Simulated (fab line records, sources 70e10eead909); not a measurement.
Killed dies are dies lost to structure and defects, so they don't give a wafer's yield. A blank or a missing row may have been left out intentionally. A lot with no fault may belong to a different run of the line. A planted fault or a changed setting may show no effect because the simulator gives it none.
Which of the tools did it?	flow nand_harc	11 lots, 33 wafers sampled, at 5 steps of a route of 1302

## WHAT THE GAUGES SHOWED, per wafer
NHARC_END_SORT_01.
lot	measured	on	killed_at_array
L741	day 32 00:43	prober-02	674 674 674
L745	day 32 08:30	prober-02	676 673 672
L743	day 33 00:08	prober-01	674 675 674

## TOOL THAT RAN EACH LOT (tool first, then ch and the chambers of the sampled wafers, then the start)
lot	NHARC_A_STAIRCASE_DESCUM_252	NHARC_A_STAIRCASE_DEP_280	NHARC_A_STAIRCASE_ETCH_292	NHARC_A_STAIRCASE_ETCH_452
L732	rie_diel-04 ch 2,3, day 17 10:42	pecvd-01 ch 1,2, day 17 22:21	rie_diel-04 ch 0,1,3, day 17 23:26	rie_diel-04 ch 0,2,3, no start
L731	rie_diel-04 ch 1,2,3, day 17 19:31	pecvd-01 ch 0,1,2, day 18 04:59	rie_diel-10 ch 2,3, day 18 06:06	rie_diel-10 ch 1,2, no start
L735	rie_diel-03 ch 0,1,2, day 18 17:08	pecvd-04 ch 1,2, day 19 02:54	rie_diel-04 ch 0,1,2, day 19 03:53	rie_diel-04 ch 1,2,3, no start
L738	rie_diel-03 ch 0,3, day 19 21:47	pecvd-04 ch 0,1, day 20 07:19	rie_diel-04 ch 1,3, day 20 11:04	rie_diel-04 ch 0,1,3, no start
L736	rie_diel-04 ch 1,3, day 19 22:52	pecvd-04 ch 0,2, day 20 10:49	rie_diel-04 ch 0,1,3, day 20 12:26	rie_diel-04 ch 0,3, no start
L739	rie_diel-03 ch 1,2,3, day 20 22:06	pecvd-04 ch 0,1,2, day 21 13:58	rie_diel-03 ch 0,1,3, day 21 14:55	rie_diel-03 ch 0,1,3, no start
L741	rie_diel-10 ch 0,1,3, day 21 08:24	pecvd-04 ch 0,1,2, day 21 18:12	rie_diel-04 ch 0,2,3, day 21 19:08	rie_diel-04 ch 0,1,2, day 32 00:43 or earlier
L745	rie_diel-10 ch 0,1,3, day 22 15:45	pecvd-04 ch 0,1, day 23 02:24	rie_diel-10 ch 0,1,2, day 23 03:29	rie_diel-10 ch 1,2,3, day 32 08:30 or earlier
L743	rie_diel-10 ch 0,1,2, day 22 16:38	pecvd-04 ch 0,1,2, day 23 06:43	rie_diel-03 ch 0,1,3, day 23 08:32	rie_diel-03 ch 2,3, day 33 00:08 or earlier
L750	rie_diel-04 ch 1,2,3, day 25 17:14	pecvd-01 ch 0,1,2, day 26 06:34	rie_diel-10 ch 0,1,3, day 26 07:35	rie_diel-10 ch 0,1,3, no start
L751	rie_diel-04 ch 0,1,2, day 26 13:30	pecvd-01 ch 0,2, day 27 01:20	rie_diel-03 ch 0,2,3, day 27 02:25	rie_diel-03 ch 0,2,3, no start
- NHARC_A_STAIRCASE_DESCUM_252: chemistry O2, time 3 s.
- NHARC_A_STAIRCASE_DEP_280: deposits SiON, target thk 30 nm.
- NHARC_A_STAIRCASE_ETCH_292: etches the open film in CF4/CHF3.
- NHARC_A_STAIRCASE_ETCH_452: etches the open film in CF4/O2, target depth 30 nm, overetch 3 nm, time 16.5 s.

## THE ANSWER, worked out from the rows above alone
Rule: the lots themselves supply what counts as usual. Put in order of their means at a reading, lots are off if they are a third of the lots or fewer, leave a main group of 4 or more, and stand apart from it by a gap of 3 or more times the standard deviation of the main group's means; of several such gaps the widest counts. A main group whose means are all the same, to the digits that the tables above print for the reading, isn't used. Also off: a lot with no number at a reading for which 4 or more lots have one. Any other lot the step has rows for is counted as sound.
No lot is off on any of the readings shown, so nothing can be concluded from this.

## WHAT THE SIMULATOR PUT IN
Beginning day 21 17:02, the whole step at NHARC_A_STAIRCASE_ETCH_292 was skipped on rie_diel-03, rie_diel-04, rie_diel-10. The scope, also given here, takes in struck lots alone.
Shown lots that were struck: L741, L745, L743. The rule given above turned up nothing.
